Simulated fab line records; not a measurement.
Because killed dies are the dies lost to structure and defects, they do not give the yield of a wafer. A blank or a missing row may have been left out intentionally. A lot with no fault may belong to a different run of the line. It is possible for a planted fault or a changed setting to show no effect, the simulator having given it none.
Split-lot experiment :: flow n5Finfet :: 21 wafers read from 7 lots, route of 1938 steps

ABOUT THE SPLIT
At N5_BEOL_M0_SAQP_SPACER1_ALD_98 (deposits SiO2, target thk 12.8 nm, pulse time 1 s, purge time 2 s), the setting aldCycles was moved away from the recipe's 138 on 11 of the 21 wafers read, by -15.2% to +15.2%. The other wafers ran this setting at the recipe's value.

FROM THE SPLIT TO THE READING: what the file shows between them, 2 steps
- N5_BEOL_M0_SAQP_SPACER1_ETCHBACK_99: etches SiO2 in CHF3/O2, target depth 15.4 nm, time 7.7 s
- N5_BEOL_M0_SAQP_MANDREL1_REMOVE_100: chemistry HBr/Cl2/O2, target a-Si, stops on SiNx, bt time 10 s

THE READING
cdNm, in nm, at N5_BEOL_M0_SAQP_CD_MEAS_25 (target cd 13.1 nm). A value of 12.90 nm with a standard deviation of 0.22 nm is what fault-free wafers of this fab line usually give.

wafer: L080.2
tool, chamber at the split: aldSin-02, 1,3,3
aldCycles as run: 138
against the recipe: recipe
cdNm, nm: 13.20
against lot-mates on the recipe: -

wafer: L080.3
tool, chamber at the split: aldSin-02, 1,3,3
aldCycles as run: 138
against the recipe: recipe
cdNm, nm: 12.48
against lot-mates on the recipe: -

wafer: L080.6
tool, chamber at the split: aldSin-02, 1,3,3
aldCycles as run: 138
against the recipe: recipe
cdNm, nm: 12.51
against lot-mates on the recipe: -

wafer: L083.4
tool, chamber at the split: aldSin-01, 1
aldCycles as run: 150
against the recipe: +8.7%
cdNm, nm: 13.45
against lot-mates on the recipe: +0.72

wafer: L083.5
tool, chamber at the split: aldSin-01, 2,3
aldCycles as run: 138
against the recipe: recipe
cdNm, nm: 12.73
against lot-mates on the recipe: -

wafer: L083.6
tool, chamber at the split: aldSin-01, 2,3
aldCycles as run: 138
against the recipe: recipe
cdNm, nm: 12.72
against lot-mates on the recipe: -

wafer: L084.1
tool, chamber at the split: aldSin-03, 3,2
aldCycles as run: 138
against the recipe: recipe
cdNm, nm: 12.87
against lot-mates on the recipe: -

wafer: L084.2
tool, chamber at the split: aldSin-03, 3,2
aldCycles as run: 138
against the recipe: recipe
cdNm, nm: 13.00
against lot-mates on the recipe: -

wafer: L084.4
tool, chamber at the split: aldSin-03, 1
aldCycles as run: 138
against the recipe: recipe
cdNm, nm: 12.83
against lot-mates on the recipe: -

wafer: L085.1
tool, chamber at the split: aldSin-03, 2,0,3
aldCycles as run: 125
against the recipe: -9.4%
cdNm, nm: 11.82
against lot-mates on the recipe: no lot-mate on the recipe

wafer: L085.3
tool, chamber at the split: aldSin-03, 2,0,3
aldCycles as run: 125
against the recipe: -9.4%
cdNm, nm: 11.47
against lot-mates on the recipe: no lot-mate on the recipe

wafer: L085.4
tool, chamber at the split: aldSin-03, 2,0,3
aldCycles as run: 125
against the recipe: -9.4%
cdNm, nm: 11.27
against lot-mates on the recipe: no lot-mate on the recipe

wafer: L086.1
tool, chamber at the split: aldSin-01, 1
aldCycles as run: 159
against the recipe: +15.2%
cdNm, nm: 14.49
against lot-mates on the recipe: +1.57

wafer: L086.2
tool, chamber at the split: aldSin-01, 2
aldCycles as run: 138
against the recipe: recipe
cdNm, nm: 12.92
against lot-mates on the recipe: -

wafer: L086.5
tool, chamber at the split: aldSin-01, 3
aldCycles as run: 159
against the recipe: +15.2%
cdNm, nm: 14.91
against lot-mates on the recipe: +1.99

wafer: L088.3
tool, chamber at the split: aldSin-02, 2,1,3
aldCycles as run: 151
against the recipe: +9.4%
cdNm, nm: 14.12
against lot-mates on the recipe: no lot-mate on the recipe

wafer: L088.4
tool, chamber at the split: aldSin-02, 2,1,3
aldCycles as run: 151
against the recipe: +9.4%
cdNm, nm: 14.19
against lot-mates on the recipe: no lot-mate on the recipe

wafer: L088.6
tool, chamber at the split: aldSin-02, 2,1,3
aldCycles as run: 151
against the recipe: +9.4%
cdNm, nm: 14.27
against lot-mates on the recipe: no lot-mate on the recipe

wafer: L092.2
tool, chamber at the split: aldSin-02, 1,2
aldCycles as run: 117
against the recipe: -15.2%
cdNm, nm: 11.27
against lot-mates on the recipe: -1.67

wafer: L092.3
tool, chamber at the split: aldSin-02, 0
aldCycles as run: 138
against the recipe: recipe
cdNm, nm: 12.94
against lot-mates on the recipe: -

wafer: L092.5
tool, chamber at the split: aldSin-02, 1,2
aldCycles as run: 117
against the recipe: -15.2%
cdNm, nm: 11.11
against lot-mates on the recipe: -1.83
The file does not say which wafer passed through which chamber wherever a row lists several chambers: such a row stands for several wafers.

FIT RESULTS
A straight line over all 21 wafers: cdNm changes by +0.122 nm for each +1% of aldCycles; r = +0.97; the points scatter about the line by 0.25 nm.
The same after taking each lot's own level away (the mean of its wafers on the recipe; 15 wafers): +0.114 nm for each +1%; r = +0.98; scatter 0.2 nm.
On that fit, the largest move of aldCycles shifts the reading by 1.7 nm.
The span of the lots' own levels, 12.725 to 12.940 nm, comes to 1.0 times the standard deviation stated above.
So the lot-to-lot level changes the slope little: the two slopes agree.
Check: for one of the wafers moved furthest among these (+15.2%), held out of the fit, the line's prediction against its lot-mates is +1.77 nm. Against them it came out at +1.57 nm.

THESE WAFERS: OTHER SPLITS
Other splits were also applied to these wafers ahead of the reading. Each is held against what the fit with the lots' levels taken away leaves over:
other split on the same wafers: N5_MOL_CONTACT_COAG_EXPOSE_81 doseMj
wafers away from the commonest value: 7
r with cdNm (lot level and that fit taken away): +0.27

other split on the same wafers: N5_BEOL_M0_SAQP_ILD_DEP_01 timeS
wafers away from the commonest value: 8
r with cdNm (lot level and that fit taken away): +0.20

other split on the same wafers: N5_BEOL_M0_SAQP_COAT_82 spinRpm
wafers away from the commonest value: 10
r with cdNm (lot level and that fit taken away): +0.15

THE WHOLE CHAIN: every reading that the file lists as answering this split, in the file's order
step: N5_BEOL_M0_SAQP_SPACER1_ALD_98
what it does: deposits SiO2, target thk 12.8 nm, pulse time 1 s, purge time 2 s
reading: SiO2_of_BEOL_M0_SAQP_SPACER1_ALD_98.thkNm (the simulator's own value, which no gauge read)
change (the file's fit): +0.121 nm for each +1% of the setting
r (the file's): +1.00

step: N5_BEOL_M0_SAQP_MANDREL1_REMOVE_100
what it does: chemistry HBr/Cl2/O2, target a-Si, stops on SiNx, bt time 10 s
reading: BEOL_M0_SAQP.cdNm (the simulator's own value, which no gauge read)
change (the file's fit): +0.122 nm for each +1% of the setting
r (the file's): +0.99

step: N5_BEOL_M0_SAQP_CD_MEAS_25
what it does: target cd 13.1 nm
reading: cdNm
change (the file's fit): +0.111 nm for each +1% of the setting
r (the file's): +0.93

FILE'S OWN FIT
cdNm changes by +0.111 nm for each +1% of aldCycles, r = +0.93.
